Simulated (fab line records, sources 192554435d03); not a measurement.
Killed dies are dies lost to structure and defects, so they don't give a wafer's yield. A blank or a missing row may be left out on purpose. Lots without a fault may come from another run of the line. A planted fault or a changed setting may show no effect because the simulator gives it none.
Split-lot experiment | flow n5_finfet | 7 lots, 21 wafers read, on a route of 1938 steps

THE SPLIT
At N5_BEOL_M5_TRENCH_ETCH_37 (etches SiCOH lowk in C4F6/O2, target depth 71.652 nm, time 24.7 s), the setting source_w was moved away from the recipe's 345 W on 5 of the 21 wafers read, by +9.4% to +13.0%. The other wafers ran this setting at the recipe's value.

The reading is taken at the split's own step.

THE READING
rf_vpp_V, in V, at N5_BEOL_M5_TRENCH_ETCH_37 (etches SiCOH lowk in C4F6/O2, target depth 71.652 nm, time 24.7 s). Fault-free wafers of this fab line usually give 663 V, standard deviation 6.5 V.

wafer  | tool, chamber at the split | source_w as run, W | against the recipe | rf_vpp_V, V | against lot-mates on the recipe
L074.3 | rie_diel-05, 3             | 345                | recipe             | 653         | -
L074.4 | rie_diel-05, 0             | 345                | recipe             | 658         | -
L074.6 | rie_diel-05, 1             | 345                | recipe             | 673         | -
L077.1 | rie_diel-01, 2             | 377.4              | +9.4%              | 634         | -28
L077.4 | rie_diel-01, 2             | 345                | recipe             | 662         | -
L077.5 | rie_diel-01, 1             | 377.4              | +9.4%              | 640         | -22
L080.1 | rie_diel-05, 0             | 345                | recipe             | 658         | -
L080.4 | rie_diel-05, 3             | 345                | recipe             | 654         | -
L080.5 | rie_diel-05, 2             | 345                | recipe             | 658         | -
L081.1 | rie_diel-05, 1             | 345                | recipe             | 671         | -
L081.2 | rie_diel-05, 0             | 389.7              | +13.0%             | 617         | -45
L081.3 | rie_diel-05, 3             | 345                | recipe             | 653         | -
L085.1 | rie_diel-01, 1             | 345                | recipe             | 667         | -
L085.4 | rie_diel-01, 0             | 385.2              | +11.7%             | 631         | -36
L085.6 | rie_diel-01, 2             | 385.2              | +11.7%             | 625         | -42
L093.2 | rie_diel-05, 2             | 345                | recipe             | 659         | -
L093.4 | rie_diel-05, 0             | 345                | recipe             | 657         | -
L093.5 | rie_diel-05, 2             | 345                | recipe             | 659         | -
L097.1 | rie_diel-05, 1             | 345                | recipe             | 671         | -
L097.2 | rie_diel-05, 3             | 345                | recipe             | 653         | -
L097.6 | rie_diel-05, 1             | 345                | recipe             | 671         | -

THE FIT
A straight line over all 21 wafers: rf_vpp_V changes by -2.92 V for each +1% of source_w; r = -0.91; the points scatter about the line by 6.8 V.
The same after taking each lot's own level away (the mean of its wafers on the recipe; 21 wafers): -3.2 V for each +1%; r = -0.93; scatter 6.1 V.
On that fit, the largest move of source_w shifts the reading by 41 V.
The lots' own levels span 656.7 to 667.0 V, that is 1.6 times the standard deviation above.
So the lot-to-lot level changes the slope little: the two slopes agree.
Check: with one of the wafers moved furthest among these (+13.0%) left out of the fit, the line predicts -39.9 V for it against its lot-mates. It came out at -45 V against them.
Tool readings at the split's step, against how far the setting was moved: rf_vpp_V r = -0.91.

OTHER SPLITS ON THESE WAFERS
These wafers also went through other splits before the reading. Each is held against what the fit with the lots' levels taken away leaves over:
other split on the same wafers | wafers away from the commonest value | r with rf_vpp_V (lot level and that fit taken away)
N5_BEOL_M4_DESCUM_16 time_s    | 10                                   | -0.06
N5_BEOL_M4_DESCUM_33 time_s    | 7                                    | -0.02
N5_BEOL_M4_ALD_98 temp_c       | 8                                    | +0.06
N5_BEOL_M5_ETCH_68 time_s      | 11                                   | -0.17

THE FILE'S OWN FIT
rf_vpp_V changes by -3.25 V for each +1% of source_w, r = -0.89.
